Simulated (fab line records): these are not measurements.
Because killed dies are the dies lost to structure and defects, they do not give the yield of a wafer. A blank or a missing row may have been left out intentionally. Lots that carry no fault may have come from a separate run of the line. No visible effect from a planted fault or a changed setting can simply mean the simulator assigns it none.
3 desks, one fault | flow n5-finfet | each desk has only its own numbers; what lay behind them comes last

## METROLOGY DESK
Lot by lot, what the gauges showed, no matter which tool ran the lot: averages of those sampled wafers that carry a number. Marked OUT: a lot whose mean sits more than 4 standard deviations from the usual mean, which makes it out of limits; the brackets give that distance.
Columns: A = cd-nm at N5_BEOL_M6_CD_MEAS_28, usual 39.99 nm; B = V5_OVL at N5_BEOL_M6_OVL_MEAS_29, usual -0.5 nm
lot  | first seen here | A     | B
L865 | day 12 10:34    | 39.94 | -0.9
L868 | day 12 14:26    | 39.80 | -2.1
L871 | day 13 09:43    | 40.05 | -0.0
L873 | day 13 11:31    | 40.11 | 0.3
L881 | day 15 14:53    | 39.90 | 0.1
L882 | day 16 05:10    | 39.89 | -0.8
This desk found nothing out of limits on any of the 6 lots.

## THE DEFECT DESK
For each lot, the counts of the inspections along the route, averaged over the sampled wafers that have a number. Marked OUT: a lot whose mean sits more than 4 standard deviations from the usual mean, which makes it out of limits; the brackets give that distance.
Columns: A = raw-defect-count at N5_BEOL_M6_INSPECT_30, usual 451
lot  | first seen here | A
L865 | day 12 10:38    | 572
L868 | day 12 14:32    | 417
L871 | day 13 09:48    | 510
L873 | day 13 11:36    | 392
L881 | day 15 14:58    | 494
L882 | day 16 05:14    | 564
This desk found nothing out of limits on any of the 6 lots.

## FOR THE TOOL OWNER'S DESK: rie-diel-03
The tool's own readings at N5_BEOL_M6_ETCH_72 (etches underlayer in N2/H2, target depth 6.5 nm, time 5.2 s): means of the sampled wafers that have a number, for each lot that ran on this tool. Marked OUT: a lot whose mean sits more than 4 standard deviations from the usual mean, which makes it out of limits; the brackets give that distance. It has 8 readings; the 7 that lie furthest out on some lot are the ones shown.
Columns: A = chamber-pressure-mTorr at N5_BEOL_M6_ETCH_72, usual 30.00 mTorr; B = drypump-motor-current-A at N5_BEOL_M6_ETCH_72, usual 5.6 A; C = etch-rf-on-time-s at N5_BEOL_M6_ETCH_72, usual 5.16 s; D = oes-product-au at N5_BEOL_M6_ETCH_72, usual 0.69 a.u.; E = rf-vpp-V at N5_BEOL_M6_ETCH_72, usual 524.6 V; F = showerhead-plenum-p-Torr at N5_BEOL_M6_ETCH_72, usual 2.56 Torr; G = throttle-valve-pct at N5_BEOL_M6_ETCH_72, usual 17.78 %
lot  | first seen here | A     | B   | C    | D    | E     | F    | G
L868 | day 12 14:36    | 30.01 | 5.1 | 5.07 | 0.65 | 523.1 | 2.50 | 17.88
This desk's finding: nothing out of limits on the one lot.

## PUT TOGETHER
Metrology desk: nothing out of limits seen.
No out-of-limits result turned up at the defect desk.
The tool owner's desk saw nothing out of limits.

## WHAT THE SIMULATOR PUT IN
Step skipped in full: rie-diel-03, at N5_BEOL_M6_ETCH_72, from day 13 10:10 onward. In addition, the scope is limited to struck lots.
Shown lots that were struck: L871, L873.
